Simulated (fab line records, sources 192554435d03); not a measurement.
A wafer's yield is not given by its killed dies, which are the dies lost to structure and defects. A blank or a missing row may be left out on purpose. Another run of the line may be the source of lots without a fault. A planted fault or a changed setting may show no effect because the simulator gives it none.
Lot-split experiment | flow n5Finfet | 21 wafers read from 7 lots, route of 1938 steps

== THE SPLIT ITSELF ==
At N5_HKMG_FIN_HK_ALD_01 (deposits HfO2, target thk 1.6 nm, pulse time 3 s, purge time 3 s), the setting aldCycles was moved away from the recipe's 30 on 7 of the 21 wafers read, by -16.7% to -6.7%. All remaining wafers had this setting at the recipe value.

== FROM THE SPLIT TO THE READING: what the file shows between them, 4 steps ==
- N5_HKMG_FIN_HK_ANNEAL_02: time 30 s
- N5_HKMG_FIN_ALD_74: deposits La2O3, target thk 0.5 nm, pulse time 6 s, co reactant pulse time 1 s
- N5_HKMG_FIN_WET_ETCH_82: etches La2O3 in dHCl, stops on HfO2, target depth 2 nm, rinse time 30 s
- N5_HKMG_FIN_ALD_36: deposits TiN, target thk 1 nm, pulse time 1 s, purge time 3 s

== THE READING ==
HK_THK, in nm, at N5_HKMG_FIN_THK_MEAS_70 (measures by xrf). On this fab line, fault-free wafers typically give 1.583 nm with a standard deviation of 0.019 nm.

wafer  | tool, chamber at the split | aldCycles as run | against the recipe | HK_THK, nm | against lot-mates on the recipe
L076.1 | aldHk-03, 0,1,1            | 30               | recipe             | 1.607      | -
L076.3 | aldHk-03, 0,1,1            | 30               | recipe             | 1.584      | -
L076.5 | aldHk-03, 0,1,1            | 30               | recipe             | 1.596      | -
L077.2 | aldHk-03, 1,3,1            | 30               | recipe             | 1.602      | -
L077.3 | aldHk-03, 1,3,1            | 30               | recipe             | 1.596      | -
L077.6 | aldHk-03, 1,3,1            | 30               | recipe             | 1.584      | -
L078.3 | aldHk-03, 2,3,0            | 30               | recipe             | 1.532      | -
L078.4 | aldHk-03, 2,3,0            | 30               | recipe             | 1.567      | -
L078.6 | aldHk-03, 2,3,0            | 30               | recipe             | 1.603      | -
L080.3 | aldHk-03, 1,2,1            | 28               | -6.7%              | 1.509      | no lot-mate on the recipe
L080.4 | aldHk-03, 1,2,1            | 28               | -6.7%              | 1.415      | no lot-mate on the recipe
L080.5 | aldHk-03, 1,2,1            | 28               | -6.7%              | 1.471      | no lot-mate on the recipe
L083.3 | aldHk-01, 0                | 27               | -10.0%             | 1.433      | -0.141
L083.5 | aldHk-01, 1                | 30               | recipe             | 1.574      | -
L083.6 | aldHk-01, 0                | 27               | -10.0%             | 1.411      | -0.163
L086.1 | aldHk-02, 0                | 30               | recipe             | 1.582      | -
L086.3 | aldHk-02, 3,1              | 25               | -16.7%             | 1.341      | -0.241
L086.5 | aldHk-02, 3,1              | 25               | -16.7%             | 1.332      | -0.250
L091.1 | aldHk-02, 3,0,2            | 30               | recipe             | 1.601      | -
L091.3 | aldHk-02, 3,0,2            | 30               | recipe             | 1.577      | -
L091.4 | aldHk-02, 3,0,2            | 30               | recipe             | 1.577      | -
Rows listing several chambers each stand for several wafers; the file does not say which wafer went through which chamber.

THE FIT
A straight line over all 21 wafers: HK_THK changes by +0.0155 nm for each +1% of aldCycles; r = +0.97; the points scatter about the line by 0.024 nm.
The same after taking each lot's own level away (the mean of its wafers on the recipe; 18 wafers): +0.0148 nm for each +1%; r = +0.99; scatter 0.015 nm.
That fit puts the effect of the largest move of aldCycles on the reading at 0.25 nm.
Across the lots, their own levels run from 1.5673 to 1.5957 nm, a range of 1.5 times the standard deviation given above.
The two slopes are in agreement: the lot-to-lot level therefore moves the slope only a little.
Check: with one of the wafers moved furthest among these (-16.7%) left out of the fit, the line predicts -0.251 nm for it against its lot-mates. Against them it came out at -0.241 nm.

== ADDITIONAL SPLITS CARRIED BY THESE WAFERS ==
Other splits were also applied to these wafers ahead of the reading. Each is held against what the fit with the lots' levels taken away leaves over:
other split on the same wafers | wafers away from the commonest value | r with HK_THK (lot level and that fit taken away)
N5_DUMMY_GATE_EXPOSE_12 doseMj | 7                                    | +0.06
N5_SD_EPI_P_COAT_34 spinRpm    | 6                                    | +0.02
N5_SD_EPI_P_PEB_07 pebTimeS    | 4                                    | -0.11
N5_SD_ACTIVATION_LSA_01 tempC  | 6                                    | -0.28

== THE FILE'S OWN FIT ==
HK_THK changes by +0.0148 nm for each +1% of aldCycles, r = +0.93.
